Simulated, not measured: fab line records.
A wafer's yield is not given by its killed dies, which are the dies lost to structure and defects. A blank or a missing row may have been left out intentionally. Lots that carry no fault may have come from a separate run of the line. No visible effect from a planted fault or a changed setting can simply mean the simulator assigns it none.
A sampling plan put to the test	flow nand-harc	one fab line, 20 faults that these records tell of, each judged on the records of the lots that it struck; 1 more is left out, because the records don't allow judging it
What counts as the plan is the set of the line's own looks, namely the steps on the route at which a gauge or an inspection reads a wafer and does not change it. A look can be judged if struck wafers have a number there and the file gives its usual mean and standard deviation on fault-free wafers. Caught: a look later than the fault's first step finds the struck wafers' mean 4 or more of those standard deviations (sigma) from the usual mean. On the tool: the same test on the tool's own readings at the fault's steps. Also counted as caught: the struck wafers showing another recipe, or a record that is empty for them alone.

== THE FAULTS, as the simulator had put them in ==
1. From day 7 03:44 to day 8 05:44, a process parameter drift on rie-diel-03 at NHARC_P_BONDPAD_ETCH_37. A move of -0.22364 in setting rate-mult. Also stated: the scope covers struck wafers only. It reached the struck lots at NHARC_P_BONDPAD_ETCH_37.
2. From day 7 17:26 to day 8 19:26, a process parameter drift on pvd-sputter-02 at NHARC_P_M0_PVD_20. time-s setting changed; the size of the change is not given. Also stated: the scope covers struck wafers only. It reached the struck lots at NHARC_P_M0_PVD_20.
3. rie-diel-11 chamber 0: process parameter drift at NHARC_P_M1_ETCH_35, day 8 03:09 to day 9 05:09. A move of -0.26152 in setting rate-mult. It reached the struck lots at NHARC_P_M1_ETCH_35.
4. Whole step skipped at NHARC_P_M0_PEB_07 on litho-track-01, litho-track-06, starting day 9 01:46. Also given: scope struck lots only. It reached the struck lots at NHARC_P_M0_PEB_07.
5. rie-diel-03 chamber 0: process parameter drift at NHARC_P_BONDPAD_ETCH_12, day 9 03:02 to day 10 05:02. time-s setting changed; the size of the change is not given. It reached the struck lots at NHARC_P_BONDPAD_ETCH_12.
6. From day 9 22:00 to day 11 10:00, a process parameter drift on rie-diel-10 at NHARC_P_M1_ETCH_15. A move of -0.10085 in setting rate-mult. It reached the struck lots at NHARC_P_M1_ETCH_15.
7. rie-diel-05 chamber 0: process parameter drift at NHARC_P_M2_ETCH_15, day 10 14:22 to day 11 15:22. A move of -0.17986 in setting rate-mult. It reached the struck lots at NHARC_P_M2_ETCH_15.
8. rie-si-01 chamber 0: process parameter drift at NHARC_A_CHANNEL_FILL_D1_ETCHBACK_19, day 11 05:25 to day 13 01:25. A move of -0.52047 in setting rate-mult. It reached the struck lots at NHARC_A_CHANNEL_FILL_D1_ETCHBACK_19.
9. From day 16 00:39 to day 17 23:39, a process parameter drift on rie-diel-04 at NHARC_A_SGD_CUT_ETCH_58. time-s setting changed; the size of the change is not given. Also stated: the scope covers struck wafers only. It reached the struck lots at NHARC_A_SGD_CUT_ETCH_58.
10. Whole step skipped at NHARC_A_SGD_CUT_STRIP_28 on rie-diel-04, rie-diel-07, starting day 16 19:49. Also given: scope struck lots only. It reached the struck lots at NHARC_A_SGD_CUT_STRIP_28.
11. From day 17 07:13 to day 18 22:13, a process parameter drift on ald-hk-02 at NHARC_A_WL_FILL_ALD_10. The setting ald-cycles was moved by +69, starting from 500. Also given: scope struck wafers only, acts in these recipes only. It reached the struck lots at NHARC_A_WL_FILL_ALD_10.
12. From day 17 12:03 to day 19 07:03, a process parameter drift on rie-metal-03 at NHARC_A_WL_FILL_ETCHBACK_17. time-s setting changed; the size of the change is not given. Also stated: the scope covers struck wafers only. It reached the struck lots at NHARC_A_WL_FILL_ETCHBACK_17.
13. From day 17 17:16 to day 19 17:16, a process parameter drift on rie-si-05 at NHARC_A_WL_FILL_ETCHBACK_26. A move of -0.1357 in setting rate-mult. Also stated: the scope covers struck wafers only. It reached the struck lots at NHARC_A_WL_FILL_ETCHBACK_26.
14. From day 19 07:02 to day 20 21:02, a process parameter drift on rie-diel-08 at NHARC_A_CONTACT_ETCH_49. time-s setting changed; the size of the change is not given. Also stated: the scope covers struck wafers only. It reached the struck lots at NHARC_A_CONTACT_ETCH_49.
15. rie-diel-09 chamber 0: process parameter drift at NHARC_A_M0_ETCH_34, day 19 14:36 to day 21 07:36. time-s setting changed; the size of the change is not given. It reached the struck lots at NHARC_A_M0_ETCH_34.
16. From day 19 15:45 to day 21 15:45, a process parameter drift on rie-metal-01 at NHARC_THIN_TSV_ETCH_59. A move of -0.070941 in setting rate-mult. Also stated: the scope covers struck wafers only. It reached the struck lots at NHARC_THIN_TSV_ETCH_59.
17. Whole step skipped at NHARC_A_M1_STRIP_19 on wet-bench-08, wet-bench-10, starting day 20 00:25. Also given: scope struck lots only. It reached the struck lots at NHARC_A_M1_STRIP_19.
18. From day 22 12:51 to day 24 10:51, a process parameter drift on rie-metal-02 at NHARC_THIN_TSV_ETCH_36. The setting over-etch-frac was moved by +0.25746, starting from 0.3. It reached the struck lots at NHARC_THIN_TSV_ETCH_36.
19. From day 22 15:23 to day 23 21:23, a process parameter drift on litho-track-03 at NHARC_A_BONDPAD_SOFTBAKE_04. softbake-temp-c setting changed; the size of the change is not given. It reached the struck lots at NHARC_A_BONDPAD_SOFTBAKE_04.
20. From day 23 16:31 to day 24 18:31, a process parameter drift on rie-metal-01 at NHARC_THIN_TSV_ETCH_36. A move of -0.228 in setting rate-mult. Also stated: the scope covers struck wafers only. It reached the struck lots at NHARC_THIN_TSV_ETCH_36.

== WHAT THE PLAN SAW ==
fault	on the tool itself	first look that catches it	reading, sigma	median hours from its first step to that look	hours from the fault's start to the first struck lot there	judged looks passed uncaught
1	oes-product-au -12 sigma	no look after it can be judged	-	-	-	0
2	under 2 sigma	not the one look that can be judged after it	-	-	-	1
3	oes-product-au -12 sigma	no look after it can be judged	-	-	-	0
4	the tool's record is blank for the struck wafers	no look after it can be judged	-	-	-	0
5	run-length-s -37 sigma	no look after it can be judged	-	-	-	0
6	only faintly: oes-product-au -3.9 sigma	NHARC_END_SORT_01	sort_bin_2_pct +4.5	342.0	364	0
7	oes-product-au -5.3 sigma	no look after it can be judged	-	-	-	0
8	oes-product-au -24 sigma	no look after it can be judged	-	-	-	0
9	run-length-s +17 sigma	not the one look that can be judged after it	-	-	-	1
10	the tool's record is blank for the struck wafers	no look after it can be judged	-	-	-	0
11	under 2 sigma	not the one look that can be judged after it	strongest: killed-at-other at NHARC_END_SORT_01, +2.1	-	-	1
12	run-length-s -13 sigma	no look after it can be judged	-	-	-	0
13	oes-product-au -7.9 sigma	not the one look that can be judged after it	-	-	-	1
14	run-length-s -99 or beyond sigma	not the one look that can be judged after it	-	-	-	1
15	run-length-s -26 sigma	no look after it can be judged	-	-	-	0
16	only faintly: oes-product-au -3.3 sigma	no look after it can be judged	-	-	-	0
17	the tool's record is blank for the struck wafers	none of the 2 looks that can be judged after it	-	-	-	2
18	under 2 sigma	none of the 2 looks that can be judged after it	-	-	-	2
19	heater-power-total-W +18 sigma	no look after it can be judged	-	-	-	0
20	oes-product-au -12 sigma	no look after it can be judged	-	-	-	0
Dash: fault not caught, or number not given in these records.

Caught at a look: 1 of 20. Caught on the tool: 15 of 20. By one or the other: 16 of 20.
Faults caught by the tool alone: 1, 3, 4, 5, 7, 8, 9, 10, 12, 13, 14, 15, 17, 19, 20.
Caught at a look alone: fault 6.
Caught by neither: faults 2, 11, 16, 18.

== THINNER SAMPLING ==
Were the look that catches a fault to measure just every second or every third lot (counted by lot number), the first struck lot would, at worst, be measured this late:
fault	struck lots at that look, in order of time	every lot	every second lot	every third lot
6	L499	364 h	may miss it	may miss it
Hours: fault start to first struck lot measured. Since the struck wafers were tested as one group against 4 sigma, a single lot by itself may lie under the limit. Other struck lots may not be in these records.

== THE LONGEST TIMED WAY FROM STEP TO LOOK ==
Fault 6: the median time between NHARC_P_M1_ETCH_15 and NHARC_END_SORT_01 is 342.0 hours. No look between them can be judged.
